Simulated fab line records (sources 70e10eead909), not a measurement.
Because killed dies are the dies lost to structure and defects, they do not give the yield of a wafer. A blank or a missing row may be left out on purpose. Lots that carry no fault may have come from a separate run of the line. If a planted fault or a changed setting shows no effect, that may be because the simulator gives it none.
fab line records	flow nand-harc
record: lots: 24	wafers: 72	last-day: 33
route steps=1302 shown A_CONTACT@998
lots that met no fault: from a run of the same line without faults
start-h: the number of hours between the record's first day and the start of the first shown wafer of the lot	wait-h: how many hours have passed since the lot's step before this one	" repeats the value in the row above	L1.1+2: several wafers, shown together as one row	- no value, or no start was given	* or withheld: withheld	< > ~ a bound
route shown NAME@n: names a module that has steps shown in the file, with the first one's number in the route	usual: mean/standard deviation taken from wafers without a fault	same: alike in all rows	chamber/n: place in a boat	sites: readings site by site	_std_site: their standard deviation	_edge_site: mean of outer sites minus mean of inner sites	radius-mm: how far each site lies from the wafer's centre	mask NAME#n: copy n	behind: the last tool/chamber to shape the wafer	hold: reason for holding the lot/hours on hold/outcome of the hold	device: whichever transistor did not switch (one of n, p or np)	end of line: tests run on the same wafers once the route is complete	where a step has no rows: the recipe by itself	killed: count of dies lost to structure and defects at first sort (not the wafer's yield)	map: per-die view of a wafer (x killed, . not killed, _ where there is no die)
set.NAME: setting as actually run; set.NAME@STEP: the setting as run at that earlier step	model.NAME: the simulator's own value behind a step, which no gauge read
a sample of lots followed through the steps of the route, with each step as a table and each wafer as a row
services: the hour from which a tool's chamber was out of use, counted from the record's first day as start-h (under 0 if before that day), plus the number of hours and why
== steps ==
step: NHARC_A_CONTACT_OVL_MEAS_43
usual: overlay-x-nm: 0.0/0.85	overlay-y-nm: 0.0/0.7
lot.wafer	tool	chamber	start-h	wait-h	overlay-x-nm	overlay-y-nm
L074.3	overlay-02	-	493.19	-	0.4	0.4
L074.4	"	-	"	"	1.0	-0.1
L074.6	"	-	"	"	1.4	-0.2
L075.2	overlay-01	-	493.34	-	-0.4	0.2
L075.4	"	-	"	"	-0.6	-0.3
L075.5	"	-	"	"	-0.4	0.2
L076.1	overlay-01	-	522.51	-	0.6	-0.1
L076.4	"	-	"	"	1.2	-0.6
L076.5	"	-	"	"	0.7	-0.7
L078.1	overlay-01	-	526.54	-	-0.2	-0.4
L078.3	"	-	"	"	0.7	-0.4
L078.4	"	-	"	"	0.5	-0.3
L077.3	overlay-01	-	532.36	-	-0.3	-1.2
L077.5	"	-	"	"	0.3	-0.9
L077.6	"	-	"	"	0.2	-0.6
L079.1	overlay-02	-	540.59	-	1.8	-0.7
L079.5	"	-	"	"	0.9	-1.6
L079.6	"	-	"	"	1.5	-0.9
L081.1	overlay-01	-	562.51	-	0.7	0.6
L081.4	"	-	"	"	0.2	0.4
L081.6	"	-	"	"	0.4	0.7
L082.1	overlay-02	-	566.35	-	-2.5	-0.6
L082.3	"	-	"	"	-1.6	-0.6
L082.4	"	-	"	"	-2.2	-0.4
L080.2	overlay-02	-	566.79	-	1.1	-0.7
L080.3	"	-	"	"	0.7	-1.0
L080.6	"	-	"	"	0.2	-0.7
L083.2	overlay-02	-	580.42	-	-0.4	-0.9
L083.5	"	-	"	"	0.1	-0.4
L083.6	"	-	"	"	-0.3	-1.3
L085.1	overlay-01	-	606.06	-	1.4	1.3
L085.3	"	-	"	"	1.7	1.8
L085.4	"	-	"	"	1.4	1.0
L084.1	overlay-01	-	622.53	-	-1.3	0.1
L084.4	"	-	"	"	-1.5	0.6
L084.6	"	-	"	"	-1.3	0.0
L087.2	overlay-01	-	623.54	-	0.0	0.9
L087.3	"	-	"	"	-0.2	0.9
L087.6	"	-	"	"	-0.2	0.7
L086.2	overlay-02	-	623.70	-	-0.4	0.0
L086.5	"	-	"	"	-1.0	-0.5
L086.6	"	-	"	"	-0.2	-0.2
L091.3	overlay-02	-	642.79	-	0.8	0.4
L091.4	"	-	"	"	0.5	-0.1
L091.6	"	-	"	"	0.3	0.8
L090.1	overlay-01	-	643.15	-	0.0	1.2
L090.3	"	-	"	"	-0.7	1.0
L090.5	"	-	"	"	-0.2	0.6
L088.1	overlay-02	-	644.71	-	0.7	0.9
L088.2	"	-	"	"	1.2	0.3
L088.4	"	-	"	"	1.6	0.6
L089.3	overlay-01	-	661.85	-	0.1	0.4
L089.4	"	-	"	"	-0.3	-0.4
L089.6	"	-	"	"	-0.3	-0.2
L092.1	overlay-02	-	671.86	-	-0.7	0.0
L092.4	"	-	"	"	-1.0	-0.3
L092.5	"	-	"	"	-0.4	-0.6
L093.4	overlay-01	-	693.99	-	0.8	0.9
L093.5	"	-	"	"	0.4	0.9
L093.6	"	-	"	"	0.6	0.9
L094.2	overlay-01	-	694.30	-	-0.5	0.3
L094.3	"	-	"	"	-0.6	0.0
L094.4	"	-	"	"	-0.6	0.3
L095.1	overlay-01	-	699.30	-	0.0	0.4
L095.4	"	-	"	"	-0.2	-0.4
L095.6	"	-	"	"	0.2	-0.1
L096.4	overlay-01	-	713.91	-	0.2	0.2
L096.5	"	-	"	"	0.4	0.9
L096.6	"	-	"	"	0.3	0.6
L097.2	overlay-01	-	722.26	-	-0.9	0.3
L097.4	"	-	"	"	-0.8	0.4
L097.6	"	-	"	"	-0.8	0.5
step: NHARC_A_CONTACT_ETCH_115
recipe: source-w: withheld	pressure-mtorr: 20	bias-v: 3000	time-s: 190	target-depth-a: 18500	ar-flow-sccm: withheld	c4f8-flow-sccm: withheld	o2-flow-sccm: withheld	chemistry: C4F8/O2/Ar
lot.wafer	tool	chamber	start-h	wait-h	rf-hours-counter-h
L074.3	har-cap-etch-02	0	495.87	0.1	-
L074.4	"	1	"	"	-
L074.6	"	1	"	"	-
L075.2	har-cap-etch-03	1	496.01	0.1	41
L075.4	"	0	"	"	-
L075.5	"	1	"	"	-
L076.1	har-cap-etch-01	1	525.17	0.1	1
L076.4	"	1	"	"	-
L076.5	"	0	"	"	-
L078.1	har-cap-etch-03	0	529.17	0.1	48
L078.3	"	0	"	"	-
L078.4	"	1	"	"	-
L077.3	har-cap-etch-02	1	535.05	0.1	-
L077.6	"	1	"	"	-
L077.5	"	0	"	"	-
L079.1	har-cap-etch-02	1	543.64	0.2	93
L079.5	"	1	"	"	-
L079.6	"	0	"	"	-
L081.1	har-cap-etch-02	1	566.10	0.1	97
L081.4	"	1	"	"	-
L081.6	"	0	"	"	-
L082.1	har-cap-etch-03	1	569.36	0.1	55
L082.3	"	0	"	"	-
L082.4	"	1	"	"	-
L080.2	har-cap-etch-01	1	569.46	0.1	9
L080.3	"	0	"	"	-
L080.6	"	0	"	"	-
L083.2	har-cap-etch-02	1	583.08	0.1	101
L083.5	"	0	"	"	-
L083.6	"	1	"	"	-
L085.1	har-cap-etch-02	1	609.29	0.2	105
L085.3	"	0	"	"	-
L085.4	"	1	"	"	-
L084.1	har-cap-etch-01	0	625.42	0.2	15
L084.4	"	1	"	"	-
L084.6	"	0	"	"	-
L087.2	har-cap-etch-02	1	626.40	0.2	107
L087.3	"	0	"	"	-
L087.6	"	1	"	"	-
L086.2	har-cap-etch-03	1	626.67	0.2	64
L086.5	"	1	"	"	-
L086.6	"	0	"	"	-
L091.4	har-cap-etch-02	1	645.76	0.1	-
L091.3	"	0	"	"	-
L091.6	"	1	"	"	-
L090.1	har-cap-etch-03	0	647.16	0.1	68
L090.3	"	1	"	"	-
L090.5	"	0	"	"	-
L088.2	har-cap-etch-01	1	648.58	0.1	21
L088.1	"	0	"	"	21
L088.4	"	0	"	"	-
L089.3	har-cap-etch-01	1	664.54	0.1	-
L089.4	"	0	"	"	-
L089.6	"	1	"	"	-
L092.1	har-cap-etch-02	1	674.50	0.1	118
L092.4	"	1	"	"	-
L092.5	"	1	"	"	-
L093.4	har-cap-etch-01	1	696.70	0.1	-
L093.5	"	0	"	"	-
L093.6	"	1	"	"	-
L094.2	har-cap-etch-02	0	696.94	0.1	122
L094.3	"	0	"	"	-
L094.4	"	1	"	"	-
L095.1	har-cap-etch-03	0	701.95	0.1	78
L095.4	"	0	"	"	-
L095.6	"	0	"	"	-
L096.4	har-cap-etch-01	1	716.79	0.1	-
L096.6	"	1	"	"	-
L096.5	"	0	"	"	-
L097.2	har-cap-etch-02	1	725.12	0.2	127
L097.4	"	1	"	"	-
L097.6	"	0	"	"	-
step: NHARC_A_CONTACT_ETCH_133
recipe: source-w: withheld	pressure-mtorr: 20	bias-v: 400	time-s: 374	target-depth-a: 16100	ar-flow-sccm: withheld	c4f8-flow-sccm: 11.5	o2-flow-sccm: 7.2	chemistry: C4F8/O2/Ar
lot.wafer	tool	chamber	start-h	wait-h	rf-hours-counter-h
L074.4	har-cap-etch-02	0	507.64	0.2	-
L074.3	"	1	"	"	-
L074.6	"	1	"	"	-
L075.2	har-cap-etch-03	1	507.69	0.2	46
L075.4	"	0	"	"	-
L075.5	"	0	"	"	-
L076.1	har-cap-etch-01	0	537.70	0.2	4
L076.4	"	1	"	"	-
L076.5	"	0	"	"	-
L078.1	har-cap-etch-03	1	541.00	0.2	51
L078.3	"	1	"	"	-
L078.4	"	0	"	"	-
L077.3	har-cap-etch-03	0	547.23	0.3	-
L077.6	"	1	"	"	-
L077.5	"	0	"	"	-
L079.1	har-cap-etch-03	1	556.06	0.2	54
L079.6	"	0	"	"	-
L079.5	"	1	"	"	-
L081.1	har-cap-etch-02	0	577.04	0.2	100
L081.4	"	1	"	"	-
L081.6	"	0	"	"	-
L082.1	har-cap-etch-03	0	582.07	0.2	59
L082.3	"	1	"	"	-
L082.4	"	0	"	"	-
L080.2	har-cap-etch-01	0	582.49	0.1	12
L080.3	"	1	"	"	-
L080.6	"	0	"	"	-
L083.2	har-cap-etch-03	0	595.46	0.1	62
L083.6	"	0	"	"	-
L083.5	"	1	"	"	-
L085.1	har-cap-etch-03	0	621.57	0.2	63
L085.3	"	1	"	"	-
L085.4	"	0	"	"	-
L084.1	har-cap-etch-02	1	639.98	0.2	110
L084.4	"	0	"	"	-
L084.6	"	1	"	"	-
L087.2	har-cap-etch-03	1	641.67	0.2	67
L087.3	"	0	"	"	-
L087.6	"	1	"	"	-
L086.2	har-cap-etch-01	1	642.82	0.2	20
L086.5	"	0	"	"	-
L086.6	"	1	"	"	-
L091.3	har-cap-etch-02	1	658.52	0.2	-
L091.4	"	0	"	"	-
L091.6	"	1	"	"	-
L090.1	har-cap-etch-03	0	661.60	0.2	73
L090.3	"	0	"	"	-
L090.5	"	0	"	"	-
L088.2	har-cap-etch-02	0	666.31	0.1	117
L088.1	"	1	"	"	117
L088.4	"	0	"	"	-
L089.3	har-cap-etch-03	0	679.61	0.2	-
L089.4	"	1	"	"	-
L089.6	"	1	"	"	-
L092.1	har-cap-etch-01	1	685.85	0.1	30
L092.4	"	0	"	"	-
L092.5	"	1	"	"	-
L093.4	har-cap-etch-01	0	708.23	0.2	-
L093.5	"	0	"	"	-
L093.6	"	1	"	"	-
L094.2	har-cap-etch-02	1	708.73	0.2	125
L094.4	"	1	"	"	-
L094.3	"	0	"	"	-
L095.1	har-cap-etch-03	1	719.61	0.2	83
L095.4	"	1	"	"	-
L095.6	"	1	"	"	-
L096.4	har-cap-etch-03	0	728.25	0.3	-
L096.5	"	1	"	"	-
L096.6	"	0	"	"	-
L097.2	har-cap-etch-02	0	739.52	0.1	131
L097.4	"	0	"	"	-
L097.6	"	1	"	"	-
step: NHARC_A_CONTACT_ETCH_88
recipe: target-depth-a: 390	over-etch-frac: 0.3	time-s: 65	ion-energy-ev: 80	cf4-flow-sccm: 150	ar-flow-sccm: 0	rf-w: 300	bias-w: 100	chemistry: CF4
usual: drypump-motor-current-A: 5.7/0.31	oes-product-au: 1.002/0.011	rf-fwd-power-W: 297.4/1.2	rf-vpp-V: 150.6/1.2	showerhead-plenum-p-Torr: 1.71/0.071	throttle-valve-pct: 13.283/0.009
lot.wafer	tool	chamber	start-h	wait-h	drypump-motor-current-A	oes-product-au	rf-fwd-power-W	rf-hours-counter-h	rf-vpp-V	showerhead-plenum-p-Torr	throttle-valve-pct
L074.4	rie-diel-07	3	512.20	0.1	5.4	1.007	295.8	3	150.1	1.69	13.293
L074.3	"	0	"	"	5.9	1.023	297.8	3	149.2	1.66	13.294
L074.6	"	3	"	"	5.4	1.008	296.8	-	150.3	1.69	13.295
L075.2	rie-diel-07	0	512.53	0.2	5.8	1.010	297.1	3	151.2	1.66	13.290
L075.4	"	1	"	"	5.5	0.993	297.9	4	152.5	1.85	13.302
L075.5	"	0	"	"	5.8	1.013	296.7	-	149.8	1.66	13.272
L076.1	rie-diel-07	1	543.05	0.1	5.5	1.006	297.5	9	150.9	1.85	13.289
L076.4	"	3	"	"	5.4	0.999	295.1	10	149.8	1.69	13.285
L076.5	"	1	"	"	5.5	1.006	297.2	-	152.5	1.85	13.283
L078.3	rie-diel-07	3	545.91	0.1	5.4	1.012	295.9	10	151.0	1.69	13.281
L078.1	"	1	"	"	5.5	0.996	296.5	10	152.6	1.85	13.271
L078.4	"	2	"	"	5.7	1.015	297.2	12	149.9	1.70	13.274
L077.3	rie-diel-07	2	552.02	0.1	5.6	1.030	297.6	13	151.0	1.70	13.275
L077.6	"	2	"	"	5.6	1.031	297.8	-	150.2	1.70	13.289
L077.5	"	3	"	"	5.4	1.004	294.5	-	149.3	1.69	13.287
L079.1	rie-diel-07	0	562.26	0.1	5.9	1.021	297.9	11	151.7	1.66	13.281
L079.6	"	0	"	"	5.9	1.014	296.4	-	151.6	1.66	13.294
L079.5	"	2	"	"	5.7	1.025	298.8	-	150.7	1.70	13.287
L081.4	rie-diel-07	3	586.69	0.1	5.4	1.006	295.2	17	150.4	1.68	13.285
L081.1	"	1	"	"	5.5	1.015	296.6	13	152.0	1.85	13.287
L081.6	"	3	"	"	5.4	1.011	296.8	-	149.0	1.68	13.265
L082.3	rie-diel-03	3	587.57	0.1	5.9	1.004	298.0	48	150.1	1.66	13.283
L082.1	"	0	"	"	5.9	0.993	297.4	46	150.4	1.69	13.290
L082.4	"	2	"	"	5.8	1.005	297.0	40	150.5	1.79	13.276
L080.2	rie-diel-07	3	589.62	0.1	5.4	0.997	296.4	17	149.3	1.68	13.273
L080.3	"	1	"	"	5.5	1.001	296.7	13	154.0	1.85	13.288
L080.6	"	3	"	"	5.4	0.994	295.8	-	150.1	1.68	13.271
L083.2	rie-diel-03	3	603.70	0.1	5.9	1.006	299.0	53	150.6	1.66	13.285
L083.5	"	0	"	"	5.9	1.005	299.0	-	149.8	1.69	13.295
L083.6	"	1	"	"	5.1	0.997	298.6	-	149.3	1.67	13.282
L085.1	rie-diel-11	2	627.55	0.1	6.1	1.009	295.3	2	151.2	1.72	13.273
L085.3	"	3	"	"	5.1	0.997	298.8	1	150.2	1.68	13.260
L085.4	"	1	"	"	5.5	1.010	299.1	2	152.9	1.85	13.290
L084.1	rie-diel-03	2	648.75	0.1	5.8	0.986	297.6	2	150.4	1.78	13.281
L084.4	"	1	"	"	5.1	1.003	297.0	1	150.5	1.67	13.297
L084.6	"	2	"	"	5.9	0.994	297.0	-	151.5	1.78	13.287
L087.2	rie-diel-03	0	650.19	0.1	5.9	1.012	299.2	2	151.0	1.68	13.275
L087.3	"	2	"	"	5.9	0.988	295.6	2	152.0	1.78	13.283
L087.6	"	3	"	"	5.9	0.987	297.9	-	150.9	1.65	13.283
L086.2	rie-diel-03	2	651.44	0.2	5.9	0.992	294.4	3	151.3	1.78	13.282
L086.5	"	3	"	"	5.9	0.992	298.7	-	149.0	1.65	13.279
L086.6	"	0	"	"	5.9	1.003	297.2	-	150.9	1.68	13.271
L091.4	rie-diel-11	2	664.15	0.1	6.1	0.997	297.3	20	150.0	1.72	13.284
L091.3	"	3	"	"	5.1	1.000	296.6	20	150.5	1.67	13.271
L091.6	"	3	"	"	5.1	0.997	296.1	-	150.4	1.67	13.271
L090.3	rie-diel-03	1	671.34	0.1	5.1	0.990	296.0	9	148.9	1.67	13.279
L090.1	"	3	"	"	5.9	0.993	298.1	9	150.0	1.65	13.295
L090.5	"	0	"	"	5.9	1.017	299.4	-	150.0	1.68	13.270
L088.1	rie-diel-03	3	677.11	0.1	5.9	0.979	297.6	9	149.2	1.65	13.274
L088.2	"	1	"	"	5.1	0.991	298.0	10	151.2	1.67	13.287
L088.4	"	2	"	"	5.8	0.986	298.1	10	151.8	1.78	13.296
L089.4	rie-diel-03	0	687.17	0.1	5.9	1.004	296.4	13	151.1	1.68	13.290
L089.3	"	1	"	"	5.1	0.993	295.6	13	148.9	1.67	13.274
L089.6	"	0	"	"	5.9	0.999	297.1	-	150.0	1.68	13.292
L092.1	rie-diel-03	3	691.85	0.1	5.9	0.985	298.3	17	150.2	1.65	13.281
L092.4	"	0	"	"	5.9	1.005	298.9	17	150.3	1.68	13.269
L092.5	"	1	"	"	5.1	0.993	298.3	-	149.6	1.66	13.289
L093.4	rie-diel-11	2	712.89	0.1	6.1	0.999	296.7	36	149.3	1.71	13.292
L093.6	"	2	"	"	6.1	1.007	297.6	-	151.1	1.71	13.264
L093.5	"	3	"	"	5.2	0.996	296.4	-	149.9	1.67	13.273
L094.2	rie-diel-07	1	714.42	0.2	5.5	0.996	297.3	0	152.1	1.85	13.286
L094.3	"	2	"	"	5.7	1.001	297.6	0	150.3	1.69	13.268
L094.4	"	3	"	"	5.4	0.989	296.0	0	150.0	1.68	13.262
L095.1	rie-diel-07	0	724.25	0.1	5.8	1.001	299.0	3	150.4	1.65	13.280
L095.4	"	2	"	"	5.7	0.999	299.2	3	149.2	1.69	13.281
L095.6	"	1	"	"	5.6	0.993	296.7	-	151.2	1.85	13.293
L096.4	rie-diel-11	3	735.27	0.1	5.1	0.990	296.4	44	150.5	1.67	13.288
L096.6	"	3	"	"	5.2	0.986	295.9	-	150.4	1.67	13.292
L096.5	"	0	"	"	6.2	1.007	298.6	-	154.7	1.88	13.289
L097.2	rie-diel-11	1	749.76	0.1	5.5	1.003	299.3	55	151.5	1.83	13.293
L097.4	"	0	"	"	6.1	1.010	300.1	52	152.2	1.88	13.301
L097.6	"	1	"	"	5.6	1.005	299.8	-	152.6	1.83	13.290
step: NHARC_A_CONTACT_ETCH_92
recipe: target-depth-a: 400	over-etch-frac: 0.5	time-s: 85.7	ion-energy-ev: 120	ch3f-flow-sccm: 50	o2-flow-sccm: 30	ar-flow-sccm: 200	rf-w: 500	bias-w: 100	chemistry: CH3F/O2
usual: drypump-motor-current-A: 5.7/0.36	oes-product-au: 0.931/0.02	rf-fwd-power-W: 496.4/1.6	rf-vpp-V: 244.0/2	showerhead-plenum-p-Torr: 2.43/0.13	throttle-valve-pct: 20.663/0.009
lot.wafer	tool	chamber	start-h	wait-h	drypump-motor-current-A	oes-product-au	rf-fwd-power-W	rf-hours-counter-h	rf-vpp-V	showerhead-plenum-p-Torr	throttle-valve-pct
L075.4	rie-diel-07	0	515.67	0.4	5.8	0.956	497.4	4	241.1	2.30	20.648
L075.2	"	2	"	"	5.6	0.959	496.5	5	242.6	2.36	20.671
L075.5	"	3	"	"	5.4	0.937	497.9	-	243.3	2.34	20.657
L074.3	rie-diel-11	0	515.96	0.4	6.1	0.985	500.3	25	249.5	2.65	20.663
L074.4	"	2	"	"	6.1	0.990	496.2	26	243.6	2.40	20.680
L074.6	"	3	"	"	5.2	1.003	492.8	-	244.3	2.34	20.665
L076.4	rie-diel-03	2	545.93	0.4	5.8	0.921	496.2	24	246.1	2.49	20.660
L076.1	"	1	"	"	5.1	0.932	496.2	25	242.6	2.33	20.659
L076.5	"	2	"	"	5.8	0.922	497.6	-	246.7	2.49	20.673
L078.1	rie-diel-11	0	548.81	0.5	6.1	0.926	498.7	36	246.9	2.65	20.651
L078.4	"	1	"	"	5.5	0.917	498.9	35	246.7	2.58	20.679
L078.3	"	2	"	"	6.1	0.924	493.9	36	243.9	2.40	20.672
L077.3	rie-diel-07	2	554.94	0.4	5.7	0.943	497.8	14	241.3	2.35	20.655
L077.5	"	0	"	"	5.9	0.926	495.0	-	241.9	2.30	20.664
L077.6	"	1	"	"	5.6	0.918	496.3	-	245.6	2.58	20.653
L079.1	rie-diel-11	1	565.47	0.5	5.5	0.925	496.4	43	244.9	2.58	20.664
L079.6	"	0	"	"	6.1	0.927	499.2	-	247.9	2.64	20.658
L079.5	"	1	"	"	5.5	0.920	498.6	-	244.3	2.58	20.661
L081.4	rie-diel-11	3	589.88	0.4	5.2	0.916	493.1	51	244.6	2.33	20.656
L081.1	"	0	"	"	6.1	0.912	497.4	52	247.3	2.64	20.654
L081.6	"	2	"	"	6.1	0.926	496.5	-	244.5	2.39	20.655
L082.1	rie-diel-07	0	590.47	0.5	5.9	0.927	495.8	17	241.6	2.29	20.656
L082.3	"	1	"	"	5.6	0.927	496.0	14	245.5	2.58	20.668
L082.4	"	3	"	"	5.4	0.932	495.6	18	241.1	2.34	20.666
L080.2	rie-diel-11	1	592.49	0.5	5.5	0.922	495.7	53	246.1	2.57	20.669
L080.3	"	0	"	"	6.1	0.924	498.5	53	247.6	2.64	20.669
L080.6	"	1	"	"	5.5	0.926	497.0	-	244.9	2.57	20.661
L083.2	rie-diel-03	0	606.57	0.5	5.9	0.919	497.0	48	241.8	2.34	20.659
L083.5	"	3	"	"	5.9	0.928	497.7	-	240.3	2.29	20.660
L083.6	"	0	"	"	5.9	0.932	498.3	-	243.1	2.34	20.669
L085.1	rie-diel-03	1	630.99	0.6	5.1	0.927	496.2	55	241.9	2.32	20.647
L085.4	"	2	"	"	5.8	0.923	496.2	-	244.1	2.48	20.653
L085.3	"	1	"	"	5.1	0.919	493.8	-	243.0	2.32	20.676
L084.1	rie-diel-11	1	651.84	0.7	5.6	0.932	497.4	15	245.9	2.57	20.658
L084.4	"	2	"	"	6.1	0.923	493.9	15	242.8	2.38	20.670
L084.6	"	1	"	"	5.5	0.924	495.7	-	245.5	2.57	20.666
L087.2	rie-diel-11	3	653.06	0.5	5.2	0.914	493.7	15	242.4	2.32	20.671
L087.3	"	2	"	"	6.1	0.930	495.9	16	242.9	2.38	20.667
L087.6	"	0	"	"	6.1	0.924	498.9	-	247.3	2.63	20.670
L086.2	rie-diel-11	2	654.64	0.5	6.1	0.911	497.8	16	242.7	2.38	20.677
L086.5	"	0	"	"	6.1	0.920	496.7	-	245.8	2.63	20.656
L086.6	"	1	"	"	5.6	0.923	497.7	-	246.0	2.57	20.645
L091.4	rie-diel-03	2	667.20	0.5	5.8	0.926	495.9	8	244.9	2.47	20.670
L091.3	"	3	"	"	5.9	0.900	495.7	9	242.2	2.29	20.674
L091.6	"	1	"	"	5.1	0.908	494.4	-	244.2	2.31	20.650
L090.1	rie-diel-11	0	674.21	0.5	6.1	0.921	497.2	23	246.9	2.63	20.657
L090.3	"	2	"	"	6.1	0.913	494.9	25	241.9	2.38	20.664
L090.5	"	0	"	"	6.2	0.936	498.0	-	246.9	2.63	20.653
L088.1	rie-diel-11	0	680.17	0.5	6.1	0.930	498.6	25	246.9	2.63	20.682
L088.2	"	1	"	"	5.5	0.938	498.2	26	244.4	2.56	20.661
L088.4	"	2	"	"	6.1	0.922	494.8	26	243.8	2.38	20.661
L089.3	rie-diel-03	2	691.57	1.9	5.9	0.912	496.3	15	244.1	2.47	20.662
L089.4	"	0	"	"	5.9	0.931	497.6	17	241.2	2.33	20.663
L089.6	"	2	"	"	5.9	0.909	495.6	-	245.5	2.47	20.663
L092.1	rie-diel-11	3	694.80	0.5	5.1	0.926	494.2	29	243.1	2.32	20.656
L092.4	"	0	"	"	6.1	0.932	499.2	30	246.7	2.62	20.658
L092.5	"	3	"	"	5.1	0.928	495.6	-	241.9	2.32	20.666
L093.4	rie-diel-03	2	715.78	0.4	5.8	0.910	495.4	24	243.6	2.47	20.659
L093.5	"	1	"	"	5.1	0.921	496.5	-	241.8	2.31	20.662
L093.6	"	2	"	"	5.8	0.914	494.0	-	243.4	2.47	20.673
L094.3	rie-diel-07	0	718.57	0.4	5.9	0.920	496.9	1	242.1	2.29	20.663
L094.4	"	1	"	"	5.5	0.935	498.9	1	246.9	2.57	20.670
L094.2	"	2	"	"	5.7	0.937	496.6	2	242.6	2.35	20.676
L095.4	rie-diel-07	1	727.13	0.4	5.5	0.939	493.3	3	246.4	2.57	20.656
L095.1	"	0	"	"	5.8	0.936	496.1	5	241.4	2.29	20.663
L095.6	"	1	"	"	5.5	0.931	495.4	-	244.5	2.57	20.658
L096.4	rie-diel-11	1	738.22	0.4	5.5	0.925	497.2	52	244.5	2.55	20.663
L096.6	"	1	"	"	5.5	0.919	499.6	-	246.4	2.55	20.667
L096.5	"	2	"	"	6.1	0.915	496.3	-	243.5	2.37	20.665
L097.4	rie-diel-03	3	752.70	0.4	5.9	0.969	496.9	38	242.4	2.28	20.668
L097.2	"	0	"	"	5.9	0.992	496.4	39	242.8	2.32	20.665
L097.6	"	0	"	"	5.9	1.009	495.4	-	242.3	2.32	20.670
step: NHARC_A_CONTACT_INSPECT_23
usual: raw-defect-count: 527/150
lot.wafer	tool	chamber	start-h	wait-h	raw-defect-count
L075.2	defect-inspect-02	-	518.30	0.1	578
L075.4	"	-	"	"	893
L075.5	"	-	"	"	525
L074.3	defect-inspect-01	-	519.41	0.1	458
L074.4	"	-	"	"	447
L074.6	"	-	"	"	505
L076.1	defect-inspect-02	-	548.60	0.1	454
L076.4	"	-	"	"	412
L076.5	"	-	"	"	633
L078.1	defect-inspect-01	-	551.45	0.1	422
L078.3	"	-	"	"	470
L078.4	"	-	"	"	471
L077.3	defect-inspect-01	-	557.60	0.1	410
L077.5	"	-	"	"	716
L077.6	"	-	"	"	791
L079.1	defect-inspect-02	-	568.20	0.1	419
L079.5	"	-	"	"	441
L079.6	"	-	"	"	495
L081.1	defect-inspect-02	-	592.52	0.1	672
L081.4	"	-	"	"	569
L081.6	"	-	"	"	550
L082.1	defect-inspect-02	-	593.11	0.1	564
L082.3	"	-	"	"	464
L082.4	"	-	"	"	409
L080.2	defect-inspect-02	-	595.70	0.1	435
L080.3	"	-	"	"	347
L080.6	"	-	"	"	598
L083.2	defect-inspect-02	-	609.27	0.1	452
L083.5	"	-	"	"	605
L083.6	"	-	"	"	460
L085.1	defect-inspect-01	-	636.86	0.1	636
L085.3	"	-	"	"	622
L085.4	"	-	"	"	452
L084.1	defect-inspect-02	-	654.78	0.1	530
L084.4	"	-	"	"	436
L084.6	"	-	"	"	426
L087.2	defect-inspect-02	-	656.06	0.1	622
L087.3	"	-	"	"	469
L087.6	"	-	"	"	839
L086.2	defect-inspect-02	-	657.26	0.1	396
L086.5	"	-	"	"	663
L086.6	"	-	"	"	404
L091.3	defect-inspect-02	-	670.25	0.1	574
L091.4	"	-	"	"	480
L091.6	"	-	"	"	537
L090.1	defect-inspect-01	-	676.85	0.1	523
L090.3	"	-	"	"	593
L090.5	"	-	"	"	450
L088.1	defect-inspect-01	-	682.82	0.1	540
L088.2	"	-	"	"	470
L088.4	"	-	"	"	588
L089.3	defect-inspect-02	-	694.48	0.1	569
L089.4	"	-	"	"	439
L089.6	"	-	"	"	565
L092.1	defect-inspect-01	-	698.25	0.1	784
L092.4	"	-	"	"	992
L092.5	"	-	"	"	708
L093.4	defect-inspect-01	-	718.42	0.1	777
L093.5	"	-	"	"	519
L093.6	"	-	"	"	493
L094.2	defect-inspect-02	-	721.23	0.1	612
L094.3	"	-	"	"	467
L094.4	"	-	"	"	464
L095.1	defect-inspect-02	-	729.81	0.1	389
L095.4	"	-	"	"	425
L095.6	"	-	"	"	348
L096.4	defect-inspect-02	-	740.91	0.1	1275
L096.5	"	-	"	"	653
L096.6	"	-	"	"	617
L097.2	defect-inspect-01	-	755.35	0.1	285
L097.4	"	-	"	"	391
L097.6	"	-	"	"	368
== services ==
tool	chamber	start-h	hours	kind
rie-diel-03	0	481.35	3.6	repair
rie-diel-11	0	492.43	-	clean
rie-diel-11	1	492.43	-	clean
rie-diel-11	2	492.43	-	clean
rie-diel-11	3	492.43	-	clean
har-cap-etch-01	-	497.00	17.0	pm
rie-diel-11	0	516.95	-	clean
rie-diel-11	1	516.95	-	clean
rie-diel-11	2	516.95	-	clean
rie-diel-11	3	516.95	-	clean
rie-diel-07	1	535.80	6.2	repair
rie-diel-11	0	543.93	-	clean
rie-diel-11	1	543.93	-	clean
rie-diel-11	2	543.93	-	clean
rie-diel-11	3	543.93	-	clean
rie-diel-07	1	556.54	21.6	repair
rie-diel-07	-	586.78	0.6	repair
rie-diel-11	-	611.04	9.0	pm
rie-diel-03	0	630.78	15.7	repair
rie-diel-03	3	630.90	7.0	repair
rie-diel-03	-	637.33	9.0	pm
har-cap-etch-02	-	683.72	0.6	repair
rie-diel-11	0	700.93	5.1	repair
rie-diel-07	-	704.90	9.0	pm
== key ==
fault none
